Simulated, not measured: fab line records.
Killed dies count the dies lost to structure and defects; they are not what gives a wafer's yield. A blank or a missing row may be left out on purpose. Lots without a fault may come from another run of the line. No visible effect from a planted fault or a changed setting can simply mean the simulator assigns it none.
A single fault, viewed from 3 desks ; flow n5Finfet ; what lay behind the numbers comes last; until then each desk has only its own

THE DEFECT DESK
What the inspections along the route counted, lot by lot: means of the sampled wafers that have a number. If a lot's mean is further than 4 standard deviations from the usual mean, the lot is out of limits and carries the mark OUT (the distance appears in the brackets).
Columns: A = rawDefectCount at N5_BEOL_M3_INSPECT_30, usual 387
lot;first seen here;A
L270;day 7 10:39;302
L271;day 8 08:50;438
L274;day 8 19:23;358
L279;day 9 18:56;685
L281;day 10 12:11;479
L282;day 10 14:36;308
L283;day 10 23:47;349
L286;day 11 13:03;430
This desk's finding: nothing out of limits on any of the 8 lots.

AT THE METROLOGY DESK
Means of the sampled wafers that have a number, per lot and without regard to the tool the lot ran on: this is what the gauges read. If a lot's mean is further than 4 standard deviations from the usual mean, the lot is out of limits and carries the mark OUT (the distance appears in the brackets). Of its 11 readings 7 are shown: those that lie furthest out on some lot.
Columns: A = cdNm at N5_BEOL_M3_CD_MEAS_11, usual 17.06 nm; B = DIBL_N at N5_BEOL_M4_RC_MEAS_101, usual 35.8 mV/V; C = DIBL_P at N5_BEOL_M4_RC_MEAS_101, usual 35.6 mV/V; D = IOFF_N at N5_BEOL_M4_RC_MEAS_101, usual 0.148 nA/um; E = IOFF_P at N5_BEOL_M4_RC_MEAS_101, usual 0.20 nA/um; F = SS_N at N5_BEOL_M4_RC_MEAS_101, usual 71.2 mV/dec; G = VT_P at N5_BEOL_M4_RC_MEAS_101, usual -251 mV
lot;first seen here;A;B;C;D;E;F;G
L270;day 7 09:32;16.82;35.1;35.3;0.158;0.21;71.8;-248
L271;day 8 07:50;16.93;37.2;35.1;0.151;0.22;71.2;-248
L274;day 8 18:18;17.42;33.8;32.7;0.119;0.17;70.5;-253
L279;day 9 17:38;17.17;35.0;34.8;0.144;0.18;71.3;-251
L281;day 10 11:05;16.90;38.2;36.9;0.199;0.28;72.7;-244
L282;day 10 13:31;16.80;34.6;35.0;0.139;0.21;70.7;-250
L283;day 10 22:35;17.05;34.3;34.4;0.145;0.22;71.0;-246
L286;day 11 12:05;17.24;36.6;36.8;0.158;0.20;71.7;-252
This desk's finding: nothing out of limits on any of the 8 lots.

THE TOOL OWNER'S DESK: rieMetal-01
The tool's own readings at N5_BEOL_M3_HM_OPEN_17 (chemistry Cl2/BCl3, target TiN, target depth 20 nm, overetch 6 nm): means of the sampled wafers that have a number, for each lot that ran on this tool. If a lot's mean is further than 4 standard deviations from the usual mean, the lot is out of limits and carries the mark OUT (the distance appears in the brackets).
Columns: A = drypumpMotorCurrentA at N5_BEOL_M3_HM_OPEN_17, usual 5.6 A; B = mfcArSccm at N5_BEOL_M3_HM_OPEN_17, usual 25.00 sccm; C = oesProductAu at N5_BEOL_M3_HM_OPEN_17, usual 0.72 a.u.; D = throttleValvePct at N5_BEOL_M3_HM_OPEN_17, usual 22.06 %
lot;first seen here;A;B;C;D
L270;day 7 09:55;5.4;25.02;0.79;21.95
L271;day 8 08:14;5.3;25.04;0.76;21.94
L274;day 8 18:40;5.2;25.00;0.74;21.96
L279;day 9 18:21;5.2;25.05;0.74;21.97
This desk's finding: nothing out of limits on any of the 4 lots.

TAKEN TOGETHER
Nothing out of limits was seen by the defect desk.
From the metrology desk's view, nothing was out of limits.
The tool owner's desk saw nothing out of limits.

WHAT WAS PUT IN BY THE SIMULATOR
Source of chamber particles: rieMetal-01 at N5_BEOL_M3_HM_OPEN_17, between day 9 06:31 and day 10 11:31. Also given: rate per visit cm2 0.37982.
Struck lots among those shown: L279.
